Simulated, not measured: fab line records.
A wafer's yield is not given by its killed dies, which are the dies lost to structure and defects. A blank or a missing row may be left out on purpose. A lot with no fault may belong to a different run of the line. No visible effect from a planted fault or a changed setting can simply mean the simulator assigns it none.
One fault seen from 2 desks + flow n5-finfet + each desk has only its own numbers; what lay behind them comes last

AT THE METROLOGY DESK
Means of the sampled wafers that have a number, per lot and without regard to the tool the lot ran on: this is what the gauges read. If a lot's mean is further than 4 standard deviations from the usual mean, the lot is out of limits and carries the mark OUT (the distance appears in the brackets). 7 of its 10 readings are shown, namely those furthest out on some lot.
Columns: A = DIBL_N at N5_BEOL_M4_RC_MEAS_101, usual 36.3 mV/V; B = DIBL_P at N5_BEOL_M4_RC_MEAS_101, usual 36.3 mV/V; C = IOFF_P at N5_BEOL_M4_RC_MEAS_101, usual 0.21 nA/um; D = ION_N at N5_BEOL_M4_RC_MEAS_101, usual 672 uA/um; E = SS_N at N5_BEOL_M4_RC_MEAS_101, usual 71.6 mV/dec; F = VT_N at N5_BEOL_M4_RC_MEAS_101, usual 250 mV; G = VT_P at N5_BEOL_M4_RC_MEAS_101, usual -251 mV
| lot  | first seen here | A    | B    | C    | D   | E    | F   | G    |
|------|-----------------|------|------|------|-----|------|-----|------|
| L505 | day 8 00:26     | 36.3 | 34.9 | 0.20 | 669 | 71.6 | 251 | -251 |
| L506 | day 8 03:04     | 35.4 | 35.4 | 0.20 | 659 | 71.6 | 252 | -251 |
| L510 | day 9 05:11     | 37.0 | 35.9 | 0.19 | 673 | 72.2 | 251 | -254 |
| L511 | day 9 08:29     | 35.9 | 36.8 | 0.21 | 676 | 71.3 | 249 | -250 |
| L516 | day 11 15:45    | 36.2 | 37.6 | 0.22 | 680 | 71.8 | 247 | -250 |
| L517 | day 11 20:07    | 38.5 | 37.3 | 0.21 | 668 | 72.0 | 250 | -250 |
| L518 | day 11 21:34    | 36.9 | 39.0 | 0.24 | 671 | 72.3 | 249 | -248 |
| L524 | day 13 20:22    | 36.7 | 36.7 | 0.19 | 673 | 71.3 | 250 | -253 |
| L528 | day 14 14:23    | 36.7 | 37.0 | 0.22 | 681 | 71.9 | 246 | -249 |
Finding of this desk: none of the 9 lots has anything out of limits.

AT THE TOOL OWNER'S DESK: litho-track-01
The tool's own readings at N5_HKMG_FIN_COAT_66 (time 60 s, resist thk 300 nm): means of the sampled wafers that have a number, for each lot that ran on this tool. If a lot's mean is further than 4 standard deviations from the usual mean, the lot is out of limits and carries the mark OUT (the distance appears in the brackets).
Columns: A = dispense-pressure-kPa at N5_HKMG_FIN_COAT_66, usual 47 kPa; B = run-length-s at N5_HKMG_FIN_COAT_66, usual 66.02 s
| lot  | first seen here | A  | B               |
|------|-----------------|----|-----------------|
| L505 | day 4 10:19     | 51 | 65.73           |
| L510 | day 5 11:20     | 51 | 65.72           |
| L511 | day 5 17:13     | 51 | 65.70           |
| L516 | day 7 00:01     | 51 | 76.47 (+40) OUT |
| L518 | day 7 15:33     | 51 | 76.40 (+40) OUT |
| L528 | day 10 03:08    | 51 | 65.74           |
This desk's finding: out of limits on L516, L518; first on L516, day 7 00:01 (run-length-s at N5_HKMG_FIN_COAT_66). L505, L510, L511, L528 stayed within limits.

TAKEN TOGETHER
On L516, L518, at day 7 00:01, an alarm was possible from the tool owner's desk.
Nothing out of limits was seen by the metrology desk.
The metrology desk holds a record of L516, L518, inside its limits.
On litho-track-01, each named lot ran N5_HKMG_FIN_COAT_66.

WHAT THE SIMULATOR HAD PUT IN
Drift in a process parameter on litho-track-01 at N5_HKMG_FIN_COAT_66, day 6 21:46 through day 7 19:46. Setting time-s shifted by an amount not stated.
Shown lots that were struck: L516, L518.
Hours from the fault's start to each desk's first reading out of limits: the tool owner's desk, 2.
